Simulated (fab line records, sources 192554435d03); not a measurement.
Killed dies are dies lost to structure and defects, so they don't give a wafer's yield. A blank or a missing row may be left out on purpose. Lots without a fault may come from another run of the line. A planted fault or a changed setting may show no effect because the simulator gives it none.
A struck lot beside a sound one | flow n5_finfet | 14 steps out of a route of 1938
Sound: wafers L254.1, L254.3, L254.5. Struck: wafer L238.1. (L238.4, L238.5 of the same lot were not struck and are left out.) The cause comes at the end.
At each step with rows: each side's tool, then ch and its chambers, then its first start. Under that, the readings that differ: sound wafers | struck wafers | difference of the means | sigmas: that difference in standard deviations of wafers without a fault.
alike: readings whose means differ by less than 2 such deviations, and words and numbers that are the same on both sides. not compared: withheld readings, readings that some wafer has no value for, bounds like >300 that may hide the same value, and numbers for which the record gives no deviation and whose values overlap.
The two part at a step that has a row with sigmas, a row that says differs or no value, or rows on one side only. Numbers that don't overlap but have no deviation are shown without sigmas and don't part them. A reading that every wafer of one side lacks parts them only if that side has two wafers or more.

N5_BEOL_M9_TRENCH_ETCH_37: etches SiCOH lowk in C4F6/O2, target depth 151.43 nm, time 49 s.
  sound on rie_diel-01 ch 0,1,3; struck on rie_diel-06 ch 3
  reading      | sound       | struck | difference | sigmas
  rf_vpp_V (V) | 656 653 654 | 702    | +48        | +3
  alike: drypump_motor_current_A, oes_ar_750_au, oes_o_777_au, oes_product_au, showerhead_plenum_p_Torr, throttle_valve_pct
  not compared: rf_hours_counter_h
then, 1 step without rows for these wafers: N5_BEOL_M9_ETCH_41 (etches SiCN in CH3F/O2, target depth 36.6 nm, time 70.1 s).
N5_BEOL_M9_STRIP_80: strips in N2/H2, time 10 s.
  sound on rie_diel-01 ch 0,1,3; struck on rie_diel-06 ch 3
  alike: bias_power_w, drypump_motor_current_A, oes_product_au, rf_vpp_V, showerhead_plenum_p_Torr, throttle_valve_pct
  not compared: rf_hours_counter_h
N5_BEOL_M9_OCD_MEAS_38:
  sound on ocd-01, day 14 11:47; struck on ocd-02, day 10 12:05
  alike: trench_depth_nm
then, 4 steps without rows for these wafers: N5_BEOL_M9_HM_STRIP_39 (strips TiN in peroxide tin strip, target depth 25 nm, time 158 s); N5_BEOL_M9_SRD_40 (time 30 s); N5_BEOL_M9_PRECLEAN_42 (cleans in residue remover, time 60 s); N5_BEOL_M9_SRD_43 (time 30 s).
N5_BEOL_M9_CD_MEAS_35: target cd 70 nm, target cd y 40 nm.
  sound on cd_sem-02, day 14 11:56; struck on cd_sem-03, day 10 12:15
  alike: cd_nm
N5_BEOL_M9_CURE_72: cures SiCOH lowk, time 120 s.
  sound on uv_cure-02 ch 1, day 14 11:59; struck on uv_cure-03 ch 1, day 10 12:17
  alike: lamp_power_pct, wafer_temp_C_max
N5_BEOL_M9_DEGAS_44: time 60 s.
  sound on pvd_sputter-03, day 14 12:40; struck on pvd_sputter-02, day 10 12:37
  alike: heater_power_w
N5_BEOL_M9_PRE_CLEAN_45: time 30 s.
  sound on pvd_sputter-03, day 14 12:42; struck on pvd_sputter-02, day 10 12:39
  alike: heater_power_w
N5_BEOL_M9_ALD_74: deposits TaN, target thk 2 nm, pulse time 2 s, purge time 3 s.
  sound on ald_metal-04 ch 1,2, day 14 12:59; struck on ald_metal-02 ch 0, day 10 12:43
  reading                                 | sound    | struck | difference | sigmas
  ald_cycles                              | 40 40 40 | 64     | +24        |
  model.TaN_of_BEOL_M9_ALD_74.thk_nm (nm) | 2 2 2    | 3.2    | +1.2       |
  alike: chamber_pressure_Torr, heater_power_w
then, 1 step without rows for these wafers: N5_BEOL_M9_SURFACE_TREAT_79.

WHERE THEY PART
Only at N5_BEOL_M9_TRENCH_ETCH_37, within this record. Later steps at which nothing parts them and some readings are alike: N5_BEOL_M9_STRIP_80, N5_BEOL_M9_OCD_MEAS_38, N5_BEOL_M9_CD_MEAS_35, N5_BEOL_M9_CURE_72, N5_BEOL_M9_DEGAS_44, N5_BEOL_M9_PRE_CLEAN_45, N5_BEOL_M9_ALD_74.

WHY: what the simulator had put in
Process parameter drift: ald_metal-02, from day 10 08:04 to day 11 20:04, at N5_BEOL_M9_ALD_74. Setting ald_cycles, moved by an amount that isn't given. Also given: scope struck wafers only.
